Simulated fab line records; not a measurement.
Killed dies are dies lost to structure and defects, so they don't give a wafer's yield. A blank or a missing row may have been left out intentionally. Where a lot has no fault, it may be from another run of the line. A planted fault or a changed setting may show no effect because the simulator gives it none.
The tool behind it: which one?	flow n5Finfet	14 lots with 42 wafers sampled at 2 steps, on a route of 1938 steps

WHAT EACH GAUGE READ, for each wafer
N5_GATE_CUT_INSPECT_26: inspects for defects (darkfield). Usual: rawDefectCount reads 33 (standard deviation 16).
lot	measured	on	rawDefectCount	flag
L731	day 4 15:31	defectInspect-02	20 29 29	
L732	day 4 22:29	defectInspect-02	29 16 31	
L741	day 7 08:13	defectInspect-01	51 65 45	
L742	day 7 10:54	defectInspect-01	36 49 55	
L744	day 8 04:51	defectInspect-01	8 13 13	
L745	day 8 06:48	defectInspect-02	46 32 52	
L746	day 8 12:07	defectInspect-01	21 15 30	
L747	day 8 23:18	defectInspect-01	23 32 15	
L748	day 9 00:32	defectInspect-02	24 32 41	
L749	day 9 10:01	defectInspect-02	11 8 19	
L750	day 9 13:38	defectInspect-01	35 31 30	
L751	day 9 18:26	defectInspect-02	66 17 64	
L753	day 10 08:04	defectInspect-01	46 63 97	
L754	day 10 12:59	defectInspect-01	47 21 33	

TOOL THAT RAN EACH LOT (tool first, then ch and the chambers of the sampled wafers, then the start)
lot	N5_GATE_CUT_VAPOR_ETCH_49
L731	rieMetal-01 ch 0,1, day 4 12:46
L732	rieMetal-03 ch 0,1, day 4 19:30
L741	rieMetal-03 ch 0,1, day 7 05:21
L742	rieMetal-03 ch 0,1, day 7 08:08
L744	rieMetal-01 ch 0,1, day 8 02:01
L745	rieMetal-01 ch 0,1, day 8 04:02
L746	rieMetal-03 ch 0,1, day 8 09:03
L747	rieMetal-02 ch 0,1, day 8 19:29
L748	rieMetal-02 ch 0,1, day 8 21:14
L749	rieMetal-03 ch 1, day 9 07:13
L750	rieMetal-01 ch 0,1, day 9 10:47
L751	rieMetal-02 ch 1, day 9 15:41
L753	rieMetal-01 ch 1, day 10 04:53
L754	rieMetal-02 ch 0,1, day 10 09:55
- N5_GATE_CUT_VAPOR_ETCH_49: etches TiAlC in BCl3/Cl2.

WHAT THE TOOLS THEMSELVES READ (means of the sampled wafers that have a number; where no wafer has one, the mark that the record gives instead)
N5_GATE_CUT_VAPOR_ETCH_49. Usual: drypumpMotorCurrentA 5.8 A, standard deviation 0.41; heBacksideLeakSccm 3.36 sccm, standard deviation 0.26; oesProductAu 0.74 a.u., standard deviation 0.11.
lot	tool	drypumpMotorCurrentA (A)	heBacksideLeakSccm (sccm)	oesProductAu (a.u.)	flag
L731	rieMetal-01	6.0	3.54	0.66	
L732	rieMetal-03	5.9	3.51	0.66	
L741	rieMetal-03	6.0	2.91	0.85	
L742	rieMetal-03	6.0	3.33	0.84	
L744	rieMetal-01	6.0	3.57	0.64	
L745	rieMetal-01	6.0	3.52	0.64	
L746	rieMetal-03	5.8	3.38	0.89	
L747	rieMetal-02	5.6	3.45	0.75	
L748	rieMetal-02	5.4	3.11	0.79	
L749	rieMetal-03	5.7	3.35	0.94	
L750	rieMetal-01	6.0	3.53	0.63	
L751	rieMetal-02	5.3	3.00	0.83	
L753	rieMetal-01	6.3	3.72	0.64	
L754	rieMetal-02	5.6	3.28	0.74	

THE ANSWER, worked out from the rows above alone
Rule: a lot is off if the mean of its wafers that have a number lies more than 3 standard deviations from the usual mean. A lot without any number at a reading at which 4 lots or more have one is off too. Where the step has rows for the other lots, those lots are counted as sound. First the gauges in route order, then the tools' own readings, where a lot's mean is used as printed above. At the first step where some lot is off, the reading lying furthest off is the one used; lots without a number count as furthest.
None of the lots is off at any reading shown; this tells nothing.

WHAT THE SIMULATOR HAD INSERTED
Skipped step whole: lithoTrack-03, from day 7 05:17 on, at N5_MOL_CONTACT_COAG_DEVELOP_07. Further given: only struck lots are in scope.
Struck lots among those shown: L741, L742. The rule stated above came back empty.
